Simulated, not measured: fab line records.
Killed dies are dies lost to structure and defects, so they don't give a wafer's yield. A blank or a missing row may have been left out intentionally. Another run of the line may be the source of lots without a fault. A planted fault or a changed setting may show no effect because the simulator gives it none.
fab line records -- flow n5-finfet
record: lots: 7, wafers: 21
route steps=1938 shown BEOL_M0_SAQP@676 BEOL_M0_CUTY@705 BEOL_M0@715 BEOL_M1@780
start-h: start of the lot's first displayed wafer, in hours after the record's first day -- wait-h: time in hours since the lot's previous step -- " the same as in the row above -- L1.1+2: one row covering several wafers at once -- - either no value or no given start -- * or withheld: withheld -- < > ~ a bound
route shown NAME@n: a module of which the file shows steps, and the number in the route of the first -- usual: mean/standard deviation of fault-free wafers -- same: alike in all rows -- chamber/n: place in a boat -- sites: readings site by site -- _std_site: their standard deviation -- _edge_site: inner sites' mean taken away from outer sites' mean -- radius-mm: for every site, how far away it sits from the centre of the wafer -- mask NAME#n: copy n -- behind: the last tool/chamber to shape the wafer -- hold: cause of the lot's hold/its duration in hours/its outcome -- device: which transistor (n, p or np) failed to switch -- end of line: the route-end tests of the same wafers -- for a step that has no rows: nothing shown but its recipe -- killed: not the wafer's yield, but the dies lost to structure and defects at the first sort -- map: the dies of a wafer, with x for killed, . for not killed, _ for no die there
set.NAME: the run value of the setting; set.NAME@STEP: its run value at that earlier step -- model.NAME: the simulator's own value behind a step, which no gauge read
lots where settings were altered on purpose, with a table for each step and a row for each wafer
== steps ==
step: N5_BEOL_M0_SAQP_SPACER2_ALD_26
recipe: material: SiO2, target-thk-a: 150, temp-c: 300, ald-precursor-family: BDEAS, ald-co-reactant: O2-plasma, pulse-time-s: 1, purge-time-s: 2, co-reactant-purge-time-s: 2, pressure-torr: 2
lot.wafer,tool,chamber,start-h,wait-h,set.target-thk-a,model.SiO2_of_BEOL_M0_SAQP_SPACER2_ALD_26.thk-nm
L079.1+2+6,ald-sin-04,"0,3,0",147.30,0.1,150,15
L081.3+5+6,ald-sin-04,"3,1,0",156.14,0.1,150,15
L082.1+2+3,ald-sin-02,"2,3,1",164.61,0.1,150,15
L086.3+5+6,ald-sin-04,"2,3,0",190.70,0.9,150,15
L088.1+2+4,ald-sin-02,"0,1,2",195.60,0.1,150,15
L093.3+4,ald-sin-04,"3,1",226.18,0.1,150,15.2
L093.5,ald-sin-04,1,226.18,0.1,162.9,16.4
L095.1+2,ald-sin-03,"1,2",233.37,0.2,150,15
L095.4,ald-sin-03,0,233.37,0.2,163,16.2
step: N5_BEOL_M0_SAQP_SPACER2_ETCHBACK_27
recipe: chemistry: CHF3/O2, mode: anisotropic-etchback, target: SiO2, target-depth-a: 225, time-s: 11.25, pressure-mtorr: 30, source-w: 650, bias-w: 170, Ar_flow_sccm: 200, CHF3_flow_sccm: 50, O2_flow_sccm: 5, ion-energy-ev: 200
step: N5_BEOL_M0_SAQP_MANDREL2_REMOVE_110
recipe: chemistry: HBr/Cl2/O2, bt-time-s: 10, target: a-Si, stop-on: SiCN, endpoint: OES-SiCl, over-etch-frac: 1, icp-w: 600, bias-w: 30, HBr_flow_sccm: 150, Cl2_flow_sccm: 80, O2_flow_sccm: 5, pressure-mtorr: 10
lot.wafer,tool,chamber,start-h,wait-h,set.target-thk-a@BEOL_M0_SAQP_SPACER2_ALD_26,model.BEOL_M0_SAQP.cd-nm
L079.1,rie-si-03,3,147.93,0.1,150,14.8
L079.2+6,rie-si-03,2,147.93,0.1,150,15
L081.3+5,rie-si-03,"0,2",156.85,0.1,150,15
L081.6,rie-si-03,3,156.85,0.1,150,14.8
L082.1+2,rie-si-01,"0,1",165.26,0.1,150,15
L082.3,rie-si-01,2,165.26,0.1,150,14.8
L086.3+5+6,rie-si-01,"3,1,0",191.35,0.1,150,15
L088.1+2+4,rie-si-05,"2,1,0",196.23,0.1,150,15
L093.3,rie-si-03,1,226.82,0.1,150,15.2
L093.4,rie-si-03,0,226.82,0.1,150,15.4
L093.5,rie-si-03,2,226.82,0.1,162.9,16.6
L095.1,rie-si-05,1,234.01,0.1,150,14.8
L095.2,rie-si-05,0,234.01,0.1,150,15
L095.4,rie-si-05,2,234.01,0.1,163,16.2
step: N5_BEOL_M0_SAQP_CD_MEAS_29
recipe: target-cd-nm: 14.4, landing-energy-ev: 1000, detector: se-inlens
usual: cd-nm: 14.99/0.23
lot.wafer,tool,chamber,start-h,wait-h,set.target-thk-a@BEOL_M0_SAQP_SPACER2_ALD_26,cd-nm
L079.1,cd-sem-02,0,148.04,0.1,150,14.88
L079.2,cd-sem-02,0,148.04,0.1,150,15.12
L079.6,cd-sem-02,0,148.04,0.1,150,14.74
L081.3,cd-sem-02,0,156.97,0.1,150,15.10
L081.5,cd-sem-02,0,156.97,0.1,150,14.88
L081.6,cd-sem-02,0,156.97,0.1,150,14.97
L082.1,cd-sem-03,0,165.37,0.1,150,14.56
L082.2,cd-sem-03,0,165.37,0.1,150,15.29
L082.3,cd-sem-03,0,165.37,0.1,150,14.98
L086.3,cd-sem-02,0,191.46,0.1,150,14.90
L086.5,cd-sem-02,0,191.46,0.1,150,15.47
L086.6,cd-sem-02,0,191.46,0.1,150,15.01
L088.1,cd-sem-01,0,196.34,0.1,150,14.84
L088.2,cd-sem-01,0,196.34,0.1,150,14.64
L088.4,cd-sem-01,0,196.34,0.1,150,15.15
L093.3,cd-sem-01,0,226.93,0.1,150,15.03
L093.4,cd-sem-01,0,226.93,0.1,150,15.37
L093.5,cd-sem-01,0,226.93,0.1,162.9,16.58
L095.1,cd-sem-02,0,234.12,0.1,150,14.74
L095.2,cd-sem-02,0,234.12,0.1,150,15.14
L095.4,cd-sem-02,0,234.12,0.1,163,16.27
step: N5_BEOL_M0_SAQP_EXPOSE_37
recipe: mask-id: M0_CUT1, na: 0.33, source-shape: annular, sigma-inner: 0.35, sigma-outer: 0.8, polarization: unpolarized, target-cd-nm: 30, dose-mj: 44.75
lot.wafer,tool,chamber,start-h,wait-h,mask,set.dose-mj
L079.1+6,euv-scanner-01,0,148.22,-,M0_CUT1#0,47.13
L079.2,euv-scanner-01,0,148.22,-,M0_CUT1#0,44.75
L081.3+5,euv-scanner-01,0,157.15,-,M0_CUT1#0,44.75
L081.6,euv-scanner-01,0,157.15,-,M0_CUT1#0,47.85
L082.1+3,euv-scanner-01,0,165.55,-,M0_CUT1#0,48.03
L082.2,euv-scanner-01,0,165.55,-,M0_CUT1#0,44.75
L086.3+5+6,euv-scanner-02,0,191.67,-,M0_CUT1#0,44.75
L088.1+2,euv-scanner-02,0,196.52,-,M0_CUT1#0,42.49
L088.4,euv-scanner-02,0,196.52,-,M0_CUT1#0,44.75
L093.3,euv-scanner-02,0,227.24,-,M0_CUT1#0,44.75
L093.4+5,euv-scanner-02,0,227.24,-,M0_CUT1#0,43.73
L095.1+4,euv-scanner-01,0,234.30,-,M0_CUT1#0,46.58
L095.2,euv-scanner-01,0,234.30,-,M0_CUT1#0,44.75
step: N5_BEOL_M0_SAQP_PEB_38
recipe: peb-temp-c: 100, peb-time-s: 60, resist: CAR-EUV
step: N5_BEOL_M0_SAQP_DEVELOP_39
recipe: develop-time-s: 30, developer: TMAH, resist: CAR-EUV, rinse-liquid: surfactant-rinse, dry: air-spin, dev-temp-c: 23
step: N5_BEOL_M0_SAQP_CD_MEAS_40
recipe: target-cd-nm: 30, landing-energy-ev: 500, detector: se-inlens
usual: cd-nm: 29.95/0.25
lot.wafer,tool,chamber,start-h,wait-h,set.dose-mj@BEOL_M0_SAQP_EXPOSE_37,cd-nm
L079.1,cd-sem-02,0,148.35,-,47.13,31.24
L079.2,cd-sem-02,0,148.35,-,44.75,29.83
L079.6,cd-sem-02,0,148.35,-,47.13,31.33
L081.3,cd-sem-03,0,157.27,-,44.75,29.93
L081.5,cd-sem-03,0,157.27,-,44.75,30.06
L081.6,cd-sem-03,0,157.27,-,47.85,31.35
L082.1,cd-sem-03,0,165.68,-,48.03,31.70
L082.2,cd-sem-03,0,165.68,-,44.75,30.31
L082.3,cd-sem-03,0,165.68,-,48.03,31.50
L086.3,cd-sem-02,0,191.79,-,44.75,30.09
L086.5,cd-sem-02,0,191.79,-,44.75,29.76
L086.6,cd-sem-02,0,191.79,-,44.75,30.00
L088.1,cd-sem-03,0,196.65,-,42.49,28.64
L088.2,cd-sem-03,0,196.65,-,42.49,29.03
L088.4,cd-sem-03,0,196.65,-,44.75,29.69
L093.3,cd-sem-01,0,227.36,-,44.75,29.94
L093.4,cd-sem-01,0,227.36,-,43.73,28.96
L093.5,cd-sem-01,0,227.36,-,43.73,29.38
L095.1,cd-sem-01,0,234.43,-,46.58,30.87
L095.2,cd-sem-01,0,234.43,-,44.75,29.88
L095.4,cd-sem-01,0,234.43,-,46.58,30.73
step: N5_BEOL_M0_SAQP_DESCUM_45
recipe: chemistry: O2, time-s: 7, source-power-w: 50, bias-power-w: 20, pressure-mtorr: 20, rf-frequency-hz: 2.712e+07, temp-c: 40, resist: CAR-EUV, o2-flow-sccm: 225
lot.wafer,tool,chamber,start-h,wait-h,set.dose-mj@BEOL_M0_SAQP_EXPOSE_37,model.BEOL_M0_SAQP.cd-nm
L079.1,rie-diel-05,0,148.48,0.0,47.13,31
L079.2,rie-diel-05,3,148.48,0.0,44.75,29.8
L079.6,rie-diel-05,2,148.48,0.0,47.13,30.8
L081.3+5,rie-diel-03,"3,0",157.40,0.0,44.75,29.8
L081.6,rie-diel-03,1,157.40,0.0,47.85,31.4
L082.1,rie-diel-03,1,165.81,0.0,48.03,31.6
L082.2,rie-diel-03,3,165.81,0.0,44.75,30
L082.3,rie-diel-03,0,165.81,0.0,48.03,31.4
L086.3+5+6,rie-diel-02,"2,0,1",191.91,0.0,44.75,30
L088.1+2,rie-diel-02,"2,3",196.77,0.0,42.49,28.8
L088.4,rie-diel-02,1,196.77,0.0,44.75,30
L093.3,rie-diel-02,3,227.48,0.0,44.75,30
L093.4,rie-diel-02,1,227.48,0.0,43.73,29.4
L093.5,rie-diel-02,2,227.48,0.0,43.73,29.6
L095.1,rie-diel-02,2,234.55,0.0,46.58,30.8
L095.2,rie-diel-02,0,234.55,0.0,44.75,29.8
L095.4,rie-diel-02,3,234.55,0.0,46.58,30.6
step: N5_BEOL_M0_SAQP_ETCH_88
recipe: chemistry: N2/H2, target: underlayer, target-depth-a: 65, time-s: 5.2, ion-energy-ev: 200, mask-material: CAR-EUV, pressure-mtorr: 30, source-w: 840, bias-w: 150, n2-flow-sccm: 200, h2-flow-sccm: 200, ends: cleared
lot.wafer,tool,chamber,start-h,wait-h,set.dose-mj@BEOL_M0_SAQP_EXPOSE_37,model.BEOL_M0_SAQP.cd-nm
L079.1,rie-diel-05,0,148.52,0.0,47.13,31
L079.2,rie-diel-05,3,148.52,0.0,44.75,29.8
L079.6,rie-diel-05,2,148.52,0.0,47.13,30.8
L081.3+5,rie-diel-03,"3,0",157.43,0.0,44.75,29.8
L081.6,rie-diel-03,1,157.43,0.0,47.85,31.2
L082.1,rie-diel-03,1,165.85,0.0,48.03,31.6
L082.2,rie-diel-03,3,165.85,0.0,44.75,30
L082.3,rie-diel-03,0,165.85,0.0,48.03,31.4
L086.3+5+6,rie-diel-02,"2,0,1",191.95,0.0,44.75,30
L088.1+2,rie-diel-02,"2,3",196.81,0.0,42.49,28.8
L088.4,rie-diel-02,1,196.81,0.0,44.75,30
L093.3,rie-diel-02,3,227.52,0.0,44.75,30
L093.4+5,rie-diel-02,"1,2",227.52,0.0,43.73,29.4
L095.1+4,rie-diel-02,"2,3",234.59,0.0,46.58,30.6
L095.2,rie-diel-02,0,234.59,0.0,44.75,29.8
step: N5_BEOL_M0_SAQP_ETCH_73
recipe: chemistry: CF4, target: SiARC, target-depth-a: 195, mask-material: CAR-EUV, time-s: 32.5, ion-energy-ev: 80, pressure-mtorr: 40, source-w: 545, bias-w: 36, Ar_flow_sccm: 100, cf4-flow-sccm: 100, ends: cleared
lot.wafer,tool,chamber,start-h,wait-h,set.cf4-flow-sccm,set.dose-mj@BEOL_M0_SAQP_EXPOSE_37,model.BEOL_M0_SAQP.cd-nm
L079.1,rie-diel-05,0,148.53,0.0,100,47.13,31
L079.2,rie-diel-05,3,148.53,0.0,100,44.75,30
L079.6,rie-diel-05,2,148.53,0.0,100,47.13,30.8
L081.3,rie-diel-03,3,157.45,0.0,78.55,44.75,29.8
L081.5,rie-diel-03,0,157.45,0.0,100,44.75,29.6
L081.6,rie-diel-03,1,157.45,0.0,100,47.85,31.2
L082.1,rie-diel-03,1,165.86,0.0,100,48.03,31.6
L082.2,rie-diel-03,3,165.86,0.0,100,44.75,30
L082.3,rie-diel-03,0,165.86,0.0,109.5,48.03,31.4
L086.3+5,rie-diel-02,"2,0",191.97,0.0,100,44.75,30.2
L086.6,rie-diel-02,1,191.97,0.0,100,44.75,30
L088.1,rie-diel-02,2,196.82,0.0,100,42.49,28.6
L088.2,rie-diel-02,3,196.82,0.0,100,42.49,28.8
L088.4,rie-diel-02,1,196.82,0.0,100,44.75,29.8
L093.3,rie-diel-02,3,227.53,0.0,114,44.75,29.6
L093.4,rie-diel-02,1,227.53,0.0,114,43.73,29.2
L093.5,rie-diel-02,2,227.53,0.0,114,43.73,29.4
L095.1+4,rie-diel-02,"2,3",234.61,0.0,100,46.58,30.6
L095.2,rie-diel-02,0,234.61,0.0,100,44.75,29.8
step: N5_BEOL_M0_CUTY_EXPOSE_54
recipe: mask-id: M0_ABLK, na: 1.35, source-shape: conventional, sigma-outer: 0.8, polarization: unpolarized, dose-mj: 36
lot.wafer,tool,chamber,start-h,wait-h,mask,set.dose-mj
L079.1+6,arfi-scanner-01,0,149.69,-,M0_ABLK#0,37.36
L079.2,arfi-scanner-01,0,149.69,-,M0_ABLK#0,36
L081.3,arfi-scanner-02,0,158.46,-,M0_ABLK#0,36
L081.5+6,arfi-scanner-02,0,158.46,-,M0_ABLK#0,37.25
L082.1,arfi-scanner-01,0,167.23,-,M0_ABLK#0,36
L082.2+3,arfi-scanner-01,0,167.23,-,M0_ABLK#0,33.77
L086.3+5+6,arfi-scanner-03,0,193.10,-,M0_ABLK#0,36
L088.1+4,arfi-scanner-01,0,197.95,-,M0_ABLK#0,35.09
L088.2,arfi-scanner-01,0,197.95,-,M0_ABLK#0,36
L093.3+4+5,arfi-scanner-03,0,228.55,-,M0_ABLK#0,36
L095.1+2+4,arfi-scanner-02,0,235.73,-,M0_ABLK#0,36
step: N5_BEOL_M0_CUTY_PEB_55
recipe: peb-temp-c: 110, peb-time-s: 60, resist: CAR-ArF-block
step: N5_BEOL_M0_CUTY_DEVELOP_56
recipe: develop-time-s: 30, developer: TMAH, resist: CAR-ArF-block, rinse-liquid: diw, dry: air-spin, dev-temp-c: 23
step: N5_BEOL_M0_CUTY_CD_MEAS_57
recipe: target-cd-nm: 200, landing-energy-ev: 500, detector: se-inlens, polarity: line
usual: cd-nm: 200.0/0.88
lot.wafer,tool,chamber,start-h,wait-h,set.dose-mj@BEOL_M0_CUTY_EXPOSE_54,cd-nm
L079.1,cd-sem-03,0,149.81,-,37.36,198.1
L079.2,cd-sem-03,0,149.81,-,36,200.1
L079.6,cd-sem-03,0,149.81,-,37.36,197.9
L081.3,cd-sem-01,0,158.58,-,36,199.0
L081.5,cd-sem-01,0,158.58,-,37.25,196.0
L081.6,cd-sem-01,0,158.58,-,37.25,196.4
L082.1,cd-sem-01,0,167.35,-,36,199.2
L082.2,cd-sem-01,0,167.35,-,33.77,204.0
L082.3,cd-sem-01,0,167.35,-,33.77,203.2
L086.3,cd-sem-01,0,193.22,-,36,200.7
L086.5,cd-sem-01,0,193.22,-,36,199.5
L086.6,cd-sem-01,0,193.22,-,36,199.6
L088.1,cd-sem-01,0,198.07,-,35.09,201.4
L088.2,cd-sem-01,0,198.07,-,36,198.5
L088.4,cd-sem-01,0,198.07,-,35.09,202.1
L093.3,cd-sem-02,0,228.66,-,36,200.5
L093.4,cd-sem-02,0,228.66,-,36,198.0
L093.5,cd-sem-02,0,228.66,-,36,198.2
L095.1,cd-sem-03,0,235.86,-,36,199.3
L095.2,cd-sem-03,0,235.86,-,36,198.9
L095.4,cd-sem-03,0,235.86,-,36,197.7
step: N5_BEOL_M0_CUTY_DESCUM_61
recipe: chemistry: O2, time-s: 7.9, source-power-w: 50, bias-power-w: 20, pressure-mtorr: 20, rf-frequency-hz: 2.712e+07, temp-c: 40, resist: CAR-ArF-block, o2-flow-sccm: 225
step: N5_BEOL_M0_CUTY_ETCH_62
recipe: chemistry: CF4, target: SiARC, mask-material: CAR-ArF-block, time-s: 58.5, ion-energy-ev: 80, pressure-mtorr: 40, source-w: 545, bias-w: 36, Ar_flow_sccm: 100, cf4-flow-sccm: 100, ends: cleared
step: N5_BEOL_M0_CUTY_ETCH_63
recipe: chemistry: N2/H2, target: SOC, target-depth-a: 827, overetch-a: 165, mask-material: SiARC, temp-c: 40, ion-energy-ev: 200, time-s: 124, pressure-mtorr: 30, source-w: 840, bias-w: 150, n2-flow-sccm: 200, h2-flow-sccm: 200
lot.wafer,tool,chamber,start-h,wait-h,set.target-thk-a@BEOL_M0_SAQP_SPACER2_ALD_26,model.SiO2_of_BEOL_M0_SAQP_SPACER2_ALD_26.thk-nm
L079.1,rie-diel-06,2,149.98,0.0,150,7
L079.2+6,rie-diel-06,3,149.98,0.0,150,7.2
L081.3+6,rie-diel-06,"3,0",158.74,0.0,150,7
L081.5,rie-diel-06,1,158.74,0.0,150,7.2
L082.1,rie-diel-06,3,167.52,0.0,150,7.2
L082.2+3,rie-diel-06,"0,2",167.52,0.0,150,7
L086.3+5+6,rie-diel-06,"0,2,3",193.55,0.0,150,7.2
L088.1+2,rie-diel-01,"0,2",198.24,0.0,150,7
L088.4,rie-diel-01,3,198.24,0.0,150,7.2
L093.3+4,rie-diel-04,"2,3",228.83,0.0,150,7.2
L093.5,rie-diel-04,3,228.83,0.0,162.9,8.4
L095.1+2,rie-diel-06,"0,1",236.03,0.0,150,7
L095.4,rie-diel-06,3,236.03,0.0,163,8.4
step: N5_BEOL_M0_CUTY_STRIP_64
recipe: chemistry: N2/H2, temp-c: 40, n2-flow-sccm: 200, h2-flow-sccm: 200, rf-frequency-hz: 6e+07
step: N5_BEOL_M0_ETCH_138
recipe: chemistry: CH3F/O2, target-depth-a: 120, target: SiCN, time-s: 31.6, ion-energy-ev: 120, pressure-mtorr: 30, source-w: 395, bias-w: 75, Ar_flow_sccm: 150, CH3F_flow_sccm: 30, O2_flow_sccm: 20, ends: cleared
step: N5_BEOL_M0_HM_OPEN_105
recipe: chemistry: Cl2/BCl3, target-depth-a: 120, target: TiN, ion-energy-ev: 150, pressure-mtorr: 10, icp-w: 1000, bias-w: 126, Cl2_flow_sccm: 53.25, bcl3-flow-sccm: 21.75, Ar_flow_sccm: 25
lot.wafer,tool,chamber,start-h,wait-h,set.target-thk-a@BEOL_M0_SAQP_SPACER2_ALD_26,model.SiO2_of_BEOL_M0_SAQP_SPACER2_ALD_26.thk-nm
L079.1,rie-metal-01,0,151.54,1.4,150,2.6
L079.2+6,rie-metal-01,1,151.54,1.4,150,2.8
L081.3+5,rie-metal-01,"1,0",160.04,1.1,150,2.8
L081.6,rie-metal-01,1,160.04,1.1,150,2.6
L082.1,rie-metal-01,0,170.35,2.7,150,2.8
L082.2+3,rie-metal-01,"1,0",170.35,2.7,150,2.6
L086.3+5+6,rie-metal-01,"1,0,1",193.92,0.2,150,2.8
L088.1+2+4,rie-metal-01,"0,1,1",199.40,1.0,150,2.6
L093.3+4,rie-metal-02,"1,0",229.10,0.1,150,2.8
L093.5,rie-metal-02,1,229.10,0.1,162.9,4
L095.1,rie-metal-03,0,239.91,3.7,150,2.6
L095.2,rie-metal-03,1,239.91,3.7,150,2.8
L095.4,rie-metal-03,1,239.91,3.7,163,3.8
step: N5_BEOL_M1_COAT_22
recipe: resist: CAR-EUV, spin-rpm: 1500, resist-thk-nm: 30
lot.wafer,tool,chamber,start-h,wait-h,set.spin-rpm,model.CAR-EUV_of_BEOL_M1_COAT_22.thk-nm
L079.1,litho-track-02,0,-,-,1352,31.6
L079.2,litho-track-02,0,-,-,1500,30
L079.6,litho-track-02,0,-,-,1500,29.8
L081.3,litho-track-04,0,-,-,1500,30.2
L081.5+6,litho-track-04,0,-,-,1345,31.8
L082.1+2,litho-track-04,0,-,-,1500,30
L082.3,litho-track-04,0,-,-,1500,29.8
L086.3+5+6,litho-track-04,0,-,-,1500,30
L088.1+4,litho-track-02,0,-,-,1336,31.8
L088.2,litho-track-02,0,-,-,1500,30
L093.3,litho-track-04,0,-,-,1445,30.8
L093.4,litho-track-04,0,-,-,1445,30.6
L093.5,litho-track-04,0,-,-,1500,30.2
L095.1,litho-track-01,0,-,-,1436,30.6
L095.2+4,litho-track-01,0,-,-,1500,30
== key ==
split: step: N5_BEOL_M0_SAQP_SPACER2_ALD_26, setting: target-thk-a, stated: 150, by: wafer
response: step: N5_BEOL_M0_SAQP_SPACER2_ALD_26, reading: model.SiO2_of_BEOL_M0_SAQP_SPACER2_ALD_26.thk-nm, change: +0.139, per: 1%, r: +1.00
response: step: N5_BEOL_M0_SAQP_MANDREL2_REMOVE_110, reading: model.BEOL_M0_SAQP.cd-nm, change: +0.151, per: 1%, r: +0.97
response: step: N5_BEOL_M0_SAQP_CD_MEAS_29, reading: cd-nm, change: +0.157, per: 1%, r: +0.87
response: step: N5_BEOL_M0_CUTY_ETCH_63, reading: model.SiO2_of_BEOL_M0_SAQP_SPACER2_ALD_26.thk-nm, change: +0.151, per: 1%, r: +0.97
response: step: N5_BEOL_M0_HM_OPEN_105, reading: model.SiO2_of_BEOL_M0_SAQP_SPACER2_ALD_26.thk-nm, change: +0.133, per: 1%, r: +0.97
split: step: N5_BEOL_M0_SAQP_EXPOSE_37, setting: dose-mj, stated: 44.75, by: wafer
response: step: N5_BEOL_M0_SAQP_CD_MEAS_40, reading: cd-nm, change: +0.205, per: 1%, r: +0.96
response: step: N5_BEOL_M0_SAQP_DESCUM_45, reading: model.BEOL_M0_SAQP.cd-nm, change: +0.219, per: 1%, r: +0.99
response: step: N5_BEOL_M0_SAQP_ETCH_88, reading: model.BEOL_M0_SAQP.cd-nm, change: +0.21, per: 1%, r: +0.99
response: step: N5_BEOL_M0_SAQP_ETCH_73, reading: model.BEOL_M0_SAQP.cd-nm, change: +0.201, per: 1%, r: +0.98
split: step: N5_BEOL_M0_SAQP_ETCH_73, setting: cf4-flow-sccm, stated: 100, by: wafer
response none clear
split: step: N5_BEOL_M0_CUTY_EXPOSE_54, setting: dose-mj, stated: 36, by: wafer
response: step: N5_BEOL_M0_CUTY_CD_MEAS_57, reading: cd-nm, change: -0.751, per: 1%, r: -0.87
split: step: N5_BEOL_M1_COAT_22, setting: spin-rpm, stated: 1500, by: wafer
response: step: N5_BEOL_M1_COAT_22, reading: model.CAR-EUV_of_BEOL_M1_COAT_22.thk-nm, change: -0.161, per: 1%, r: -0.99
